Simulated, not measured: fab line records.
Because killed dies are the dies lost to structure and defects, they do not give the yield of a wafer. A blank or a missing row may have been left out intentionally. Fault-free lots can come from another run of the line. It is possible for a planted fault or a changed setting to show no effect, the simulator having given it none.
Split-lot experiment ; flow n5Finfet ; 21 wafers read from 7 lots, route of 1938 steps

## THE SPLIT ITSELF
At N5_FIN_CUT_COAT_02 (resist thk 30 nm), the setting spinRpm was moved away from the recipe's 1500 rpm on 8 of the 21 wafers read, by -4.5% to +10.3%. For the rest of the wafers, this setting stayed at what the recipe calls for.

The reading is taken at the split's own step.

## THE READING
CAR-EUV_of_FIN_CUT_COAT_02.thkNm (the simulator's own value, which no gauge read), in nm, at N5_FIN_CUT_COAT_02 (resist thk 30 nm). The file gives no usual value for it. The 13 wafers here that ran the recipe average 30.0 nm, standard deviation 0.13 nm.

wafer;tool, chamber at the split;spinRpm as run, rpm;against the recipe;CAR-EUV_of_FIN_CUT_COAT_02.thkNm, nm;against lot-mates on the recipe
L081.2;lithoTrack-03, 0;1561;+4.1%;29.6;-0.4
L081.4;lithoTrack-03, 0;1500;recipe;30;-
L081.5;lithoTrack-03, 0;1561;+4.1%;29.4;-0.6
L082.2;lithoTrack-02, 0;1500;recipe;29.8;-
L082.3;lithoTrack-02, 0;1500;recipe;29.8;-
L082.5;lithoTrack-02, 0;1500;recipe;29.8;-
L083.2;lithoTrack-03, 0;1500;recipe;30.2;-
L083.6;lithoTrack-03, 0;1500;recipe;30.2;-
L083.3;lithoTrack-03, 0;1500;recipe;30;-
L086.1;lithoTrack-01, 0;1433;-4.5%;30.8;+0.8
L086.3;lithoTrack-01, 0;1500;recipe;30;-
L086.5;lithoTrack-01, 0;1500;recipe;30;-
L087.1;lithoTrack-03, 0;1500;recipe;29.8;-
L087.4;lithoTrack-03, 0;1549;+3.3%;29.6;-0.2
L087.5;lithoTrack-03, 0;1549;+3.3%;29.4;-0.4
L092.1;lithoTrack-02, 0;1500;recipe;30;-
L092.2;lithoTrack-02, 0;1648;+9.9%;28.6;-1.4
L092.5;lithoTrack-02, 0;1648;+9.9%;28.8;-1.2
L096.1;lithoTrack-02, 0;1655;+10.3%;28.4;-1.6
L096.2;lithoTrack-02, 0;1500;recipe;30;-
L096.3;lithoTrack-02, 0;1500;recipe;30;-

THE FIT
A straight line over all 21 wafers: CAR-EUV_of_FIN_CUT_COAT_02.thkNm changes by -0.141 nm for each +1% of spinRpm; r = -0.97; the points scatter about the line by 0.14 nm.
The same after taking each lot's own level away (the mean of its wafers on the recipe; 21 wafers): -0.141 nm for each +1%; r = -0.98; scatter 0.1 nm.
That fit puts the effect of the largest move of spinRpm on the reading at 1.5 nm.
Across the lots, their own levels run from 29.80 to 30.13 nm, a range of 2.5 times the standard deviation given above.
The two slopes are in agreement: the lot-to-lot level therefore moves the slope only a little.
Check: -1.36 nm against its lot-mates is what the line predicts for one of the wafers moved furthest among these (+10.3%) when that wafer is left out of the fit. Against them it came out at -1.6 nm.

## FURTHER SPLITS ON THESE WAFERS
Note: prior to the reading, these wafers also went through further splits. Each is held against what the fit with the lots' levels taken away leaves over:
other split on the same wafers;wafers away from the commonest value;r with CAR-EUV_of_FIN_CUT_COAT_02.thkNm (lot level and that fit taken away)
N5_ZERO_LAYER_ETCH_18 icpW;9;-0.11
N5_PMOS_HMC_CHANNEL_EPI_COAT_31 spinRpm;7;+0.42
N5_PMOS_HMC_CHANNEL_EPI_PEB_07 pebTimeS;6;-0.28

## FILE'S OWN FIT
CAR-EUV_of_FIN_CUT_COAT_02.thkNm changes by -0.143 nm for each +1% of spinRpm, r = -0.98.
